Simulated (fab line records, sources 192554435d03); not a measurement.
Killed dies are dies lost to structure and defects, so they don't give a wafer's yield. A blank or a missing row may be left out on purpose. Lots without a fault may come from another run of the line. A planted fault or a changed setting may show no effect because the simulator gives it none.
Chamber matching | flow n5_finfet | N5_BEOL_M0_CUTY_DESCUM_61 on rie_diel-02: 4 sister chambers
The step chemistry O2, time 7.9 s. 20 wafers are shown with their chamber, then 10 later ones without.

WAFERS WITH THEIR CHAMBER
wafer  | chamber | showerhead_plenum_p_Torr (Torr) | throttle_valve_pct (%) | oes_product_au (a.u.)
L077.1 | 3       | 2.02                            | 20.60                  | 0.79
L077.2 | 1       | 2.18                            | 20.41                  | 0.75
L077.3 | 0       | 2.00                            | 20.34                  | 0.72
L077.4 | 2       | 2.20                            | 20.47                  | 0.82
L077.5 | 0       | 2.00                            | 20.38                  | 0.72
L077.6 | 3       | 2.02                            | 20.58                  | 0.79
L079.1 | 2       | 2.20                            | 20.46                  | 0.82
L079.3 | 1       | 2.18                            | 20.41                  | 0.75
L079.4 | 0       | 2.00                            | 20.35                  | 0.72
L080.3 | 1       | 2.18                            | 20.40                  | 0.75
L080.4 | 3       | 2.01                            | 20.61                  | 0.78
L080.5 | 1       | 2.18                            | 20.39                  | 0.74
L083.2 | 3       | 2.01                            | 20.62                  | 0.78
L083.3 | 1       | 2.18                            | 20.43                  | 0.75
L083.4 | 2       | 2.19                            | 20.48                  | 0.80
L084.1 | 2       | 2.19                            | 20.50                  | 0.80
L084.2 | 3       | 2.01                            | 20.60                  | 0.77
L084.3 | 1       | 2.18                            | 20.41                  | 0.74
L084.4 | 0       | 1.99                            | 20.37                  | 0.71
L084.5 | 0       | 1.99                            | 20.39                  | 0.71

SIGNATURES (means of the wafers above)
reading                  | chamber 0 | chamber 1 | chamber 2 | chamber 3 | scatter within a chamber
showerhead_plenum_p_Torr | 1.9960    | 2.1800    | 2.1950    | 2.0140    | 0.00461
throttle_valve_pct       | 20.3660   | 20.4083   | 20.4775   | 20.6020   | 0.0165
oes_product_au           | 0.7160    | 0.7467    | 0.8100    | 0.7820    | 0.00764
Rule: a wafer's distance from a chamber is the root of the sum, over the readings, of the square of ((its reading less the chamber's mean) divided by the reading's scatter). The wafer belongs to the nearest chamber; if the next one is less than 2 further off, it can't be placed. The scatter: the root of (the sum of the squares of (reading less its chamber's mean) over the shown wafers, divided by (wafers less chambers)).

WAFERS WITHOUT THEIR CHAMBER
wafer  | showerhead_plenum_p_Torr (Torr) | throttle_valve_pct (%) | oes_product_au (a.u.)
L084.6 | 2.18                            | 20.43                  | 0.74
L085.3 | 2.18                            | 20.42                  | 0.74
L085.4 | 2.19                            | 20.48                  | 0.80
L085.5 | 2.01                            | 20.61                  | 0.77
L092.1 | 2.01                            | 20.64                  | 0.77
L092.2 | 1.99                            | 20.40                  | 0.71
L092.5 | 1.99                            | 20.39                  | 0.70
L096.3 | 2.17                            | 20.45                  | 0.72
L096.4 | 2.19                            | 20.51                  | 0.78
L096.6 | 2.17                            | 20.45                  | 0.72

WHICH CHAMBER EACH WENT THROUGH
wafer  | from the rows above | in truth
L084.6 | 1                   | 1
L085.3 | 1                   | 1
L085.4 | 2                   | 2
L085.5 | 3                   | 3
L092.1 | 3                   | 3
L092.2 | 0                   | 0
L092.5 | 0                   | 0
L096.3 | 1                   | 1
L096.4 | 2                   | 2
L096.6 | 1                   | 1
Placed correctly: 10 of 10. Can't be placed from these rows: 0. Placed wrongly: 0.
